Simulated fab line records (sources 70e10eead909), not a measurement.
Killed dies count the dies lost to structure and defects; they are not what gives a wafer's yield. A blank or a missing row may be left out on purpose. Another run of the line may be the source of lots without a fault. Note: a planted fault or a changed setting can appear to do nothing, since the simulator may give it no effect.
Problem report, 8D (eight disciplines) form, completed by code ; flow nand_harc ; the parts of the form that need people (team, actions taken, sign-off) are left out

== 1. PROBLEM STATEMENT ==
At NHARC_A_CHANNEL_FILL_D1_ALD_15, susceptor_temp_C averages 657.30 C over 6 wafers from 2 lots, while fault-free wafers read 630.01 C, standard deviation 0.26. That is +99 or more standard deviations from the usual mean.
The step: deposits SiNx, target thk 2 nm, pulse time 60 s, ald cycles 19.
Seen first at day 13 18:38 on ald_sin_batch-01, wafer L715.1. The record holds 24 wafers of 8 lots with a number at this step. The rule behind "out" and "out of limits": a value lying over 4 standard deviations away from the usual mean. All remaining wafers that have a number are taken as sound.

== 2. WHAT IT IS; WHAT IT IS NOT ==
question;is;is not
which readings at this step;susceptor_temp_C;-
which lots;L715, L716;L710, L712, L724, L725, L726, L727
which wafers of those lots;all that have a number;-
read on which tools;ald_sin_batch-01;ald_sin_batch-03
when;from day 13 18:38;"up to then (6 sound wafers); but 12 sound wafers of L724, L725, L726, L727 came after"

== 3. WHAT RULES OUT EACH SUSPECT ==
Counting: any tool at a process step up to the reading is kept as a suspect provided that every lot that is out went through it and no sound lot did after the first of them.
- ald_hk-04 at NHARC_A_CHANNEL_FILL_D1_ALD_02 (deposits SiO2, target thk 6 nm, pulse time 10 s, ald cycles 60): ruled out as a lasting fault. Following L715 (day 13 06:36), the first lot on it that is out, the sound lots L724, L727 were run on it.
- ald_sin_batch-01 at NHARC_A_CHANNEL_FILL_D1_ALD_15 (deposits SiNx, target thk 2 nm, pulse time 60 s, ald cycles 19): ruled out as a lasting fault. Following L715 (day 13 18:38), the first lot on it that is out, the sound lots L726, L725, L724, L727 were run on it.
Left after counting: nothing in the record.

== 4. THE CAUSE (what the simulator had put in) ==
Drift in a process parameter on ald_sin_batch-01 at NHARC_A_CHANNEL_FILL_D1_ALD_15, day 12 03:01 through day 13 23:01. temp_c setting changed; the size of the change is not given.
Counting ruled it out, wrongly.

== 5. THE CHAIN OF EFFECTS, in route order ==
Each row: a reading where the mean over the struck wafers with a number is more than 3 standard deviations away from the usual. Readings are gone through only where the record gives a usual standard deviation; hours: the median, over the lots, of the time from a lot's start at the first step in this table giving one to that lot's start at this step; sigmas: the change measured in usual standard deviations.
hours;step;reading;usual;on struck wafers;change;sigmas
0;NHARC_A_CHANNEL_FILL_D1_ALD_15;susceptor_temp_C;630.01 C;657.30;+27.29;+99 or more
Its process steps:
- NHARC_A_CHANNEL_FILL_D1_ALD_15: deposits SiNx, target thk 2 nm, pulse time 60 s, ald cycles 19.

== 6. WHAT WOULD HAVE CAUGHT IT SOONER ==
In this record the first reading out of limits was taken at day 13 18:38, 40 hours after the fault began at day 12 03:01.
